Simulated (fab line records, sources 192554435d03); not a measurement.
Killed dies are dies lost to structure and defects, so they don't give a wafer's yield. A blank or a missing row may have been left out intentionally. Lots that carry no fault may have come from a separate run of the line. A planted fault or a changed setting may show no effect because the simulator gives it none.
Comparing a struck lot with a sound one	flow n5-finfet	41 out of 1938 route steps
Sound: the wafers L377.1, L377.4, L377.6. Wafers struck: L380.2, L380.5, L380.6. The cause is given at the end.
Per side, at each step with rows, come the tool, then ch with its chambers, and then its first start. Under that, the readings that differ: sound wafers	struck wafers	difference of the means	sigmas: that difference in standard deviations of wafers without a fault.
alike: readings with means less than 2 such deviations apart, plus words and numbers identical on both sides. not compared: withheld readings, readings lacking a value on some wafer, bounds such as >300 that could conceal the same value, and numbers that have no deviation in the record and whose values overlap.
Wherever a step has rows on one side only, a row that says differs or no value, or a row with sigmas, the two part there. Numbers that have no deviation but don't overlap get no sigmas and don't part them. A reading missing from all wafers of one side parts the sides only when that side holds two or more wafers.

first, 12 steps without rows for these wafers: N5_SD_EPI_N_STRIP_36 (strips in N2/H2); N5_SD_EPI_N_ETCHBACK_44 (etches SiNx in CH3F/O2, stops on SiO2, target depth 14.5 nm); N5_SD_EPI_N_ETCH_45 (etches SiOCN in CH3F/O2, target depth 6 nm); N5_SD_EPI_N_ETCH_16 (etches SiO2 in CHF3/O2, target depth 5 nm); N5_SD_EPI_N_STRIP_47 (strips in CHF3/O2); N5_SD_EPI_N_SD_RECESS_17 (chemistry HBr/Cl2/O2, target depth 41 nm, time 23.7 s, bt time 3 s); N5_SD_EPI_N_STRIP_38 (strips in N2/H2); N5_SD_EPI_N_WET_ETCH_43 (etches SiO2 in dHF, time 14 s, target depth 1.5 nm); N5_SD_EPI_N_STRIP_18 (strips in SPM, time 750 s); N5_SD_EPI_N_SRD_20 (time 30 s); N5_SD_EPI_N_PRECLEAN_48 (cleans in NF3:NH3, afs cycles 2, time 20 s, sublimation time 60 s); N5_SD_EPI_N_VAPOR_ETCH_50 (etches Si in HCl, time 54 s).
N5_SD_EPI_N_EPI_21: deposits Si:P, time 690 s.
  sound on epi-rpcvd-02 ch 0, day 3 17:59; struck on epi-rpcvd-02 ch 0, day 4 08:53
reading	sound	struck	difference	sigmas
susceptor-temp-C (C)	679.7 680.0 680.0	676.9 677.5 677.7	-2.5	-7
susceptor_temp_C_max	680.8 681.2 681.5	678.0 679.1 678.6	-2.6	-2
model.Si-P_of_SD_EPI_N_EPI_21.thk-nm (nm)	57.8 57.4 58.4	56.4 56.2 56.4	-1.5	
  alike: chamber-pressure-Torr
then, 24 steps without rows for these wafers: N5_SD_EPI_N_PRECLEAN_24 (cleans in O3/DIW, time 60 s); N5_SD_EPI_N_SRD_25 (time 30 s); N5_SD_EPI_N_PRECLEAN_49 (cleans in NF3:NH3, afs cycles 1, time 20 s, sublimation time 60 s); N5_SD_EPI_N_LINER_46 (material SiNx, target thk 3 nm); N5_SD_EPI_P_COAT_34 (time 60 s, resist thk 350 nm); N5_SD_EPI_P_COAT_35 (time 60 s, resist thk 35 nm); N5_SD_EPI_P_COAT_03 (resist thk 150 nm); N5_SD_EPI_P_EBR_05; N5_SD_EPI_P_SOFTBAKE_04 (time 60 s); N5_SD_EPI_P_EXPOSE_06 (exposes mask SD P BLK, target cd 240 nm); N5_SD_EPI_P_PEB_07 (peb time 60 s); N5_SD_EPI_P_DEVELOP_08 (develop time 30 s); N5_SD_EPI_P_DESCUM_14 (chemistry O2, time 7.9 s); N5_SD_EPI_P_ETCH_36 (etches SiARC in CF4, target depth 45.5 nm, time 75.8 s); N5_SD_EPI_P_ETCH_37 (etches SOC in N2/H2, overetch 108 nm, time 486 s); N5_SD_EPI_P_STRIP_38 (strips in N2/H2); N5_SD_EPI_P_ETCHBACK_46 (etches SiNx in CH3F/O2, stops on SiO2, target depth 17.5 nm); N5_SD_EPI_P_ETCH_47 (etches SiOCN in CH3F/O2, target depth 25 nm); N5_SD_EPI_P_ETCH_16 (etches SiO2 in CHF3/O2, target depth 5 nm); N5_SD_EPI_P_STRIP_50 (strips in CHF3/O2); N5_SD_EPI_P_SD_RECESS_17 (chemistry HBr/Cl2/O2, target depth 39.1 nm, bt time 3 s); N5_SD_EPI_P_WET_ETCH_45 (etches SiO2 in dHF, time 10.7 s, target depth 2 nm, rinse time 30 s); N5_SD_EPI_P_STRIP_40 (strips in N2/H2); N5_SD_EPI_P_PRECLEAN_52 (cleans in O3/DIW, time 60 s).
N5_SD_ACTIVATION_RS_MEAS_03: the measuring method here is four-point-probe.
  sound on film-metro-02, day 4 01:28; struck on film-metro-01, day 4 17:01
  alike: RS_SD_N, RS_SD_P
N5_MOL_CONTACT_COAG_ETCH_15: etches SiNx in CH3F/O2, stops on Si:P, target depth 7 nm.
  sound on rie-diel-06 ch 0,1, day 5 07:24; struck on rie-diel-06 ch 0,2, day 6 02:15
reading	sound	struck	difference	sigmas
model.Si-P_of_SD_EPI_N_EPI_21.thk-nm (nm)	57 56.6 57.6	55.6 55.4 55.6	-1.5	
  alike: chamber-pressure-mTorr, drypump-motor-current-A, oes_o_777_au, oes-product-au, rf-fwd-power-W, rf-vpp-V, showerhead-plenum-p-Torr, throttle-valve-pct
  not compared: rf-hours-counter-h
-- record jumps: 3 days separate the struck wafers' starts on either side; left off in module MOL_CONTACT_COAG, taken up again in module BEOL_M4, whose first shown step is the route's number 1111 --
N5_BEOL_M4_RC_MEAS_101:
  sound on prober-02 ch 0, day 8 16:49; struck on prober-01 ch 0, day 9 11:16
reading	sound	struck	difference	sigmas
RS_SD_N (ohm/sq)	29.1 28.9 28.7	29.5 29.6 29.8	+0.7	+2
  alike: DIBL_N, DIBL_P, IOFF_N, IOFF_P, ION_N, ION_P, SS_N, SS_P, VT_N, VT_P
-- the record jumps here: 5 days lie between the struck wafers' starts before and after (it left off in module BEOL_M4 and takes up again in module PASSIVATION, whose first step shown is number 1936 of the route) --
N5_PASSIVATION_PROBE_49:
  sound on prober-01, day 13 04:19; struck on prober-01, day 14 04:13
reading	sound	struck	difference	sigmas
sort_bin_8_speed (%)	0 0 0.51	0 0 0	+0	-3
  alike: defect-limited-yield, killed_at_M0_to_M3, killed_at_M4_up, killed-at-contacts, killed-at-front-end, killed-at-other, killed-dies, killed-open, killed-short, sort_bin_5_function, sort_bin_6_memory, sort-n-pass, sort-yield-pct

## WHERE THEY PART
Earliest at N5_SD_EPI_N_EPI_21; latest, in this record, at N5_PASSIVATION_PROBE_49.

WHY: what the simulator had put in
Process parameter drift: epi-rpcvd-02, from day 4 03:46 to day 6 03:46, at N5_SD_EPI_N_EPI_21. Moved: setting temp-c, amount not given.
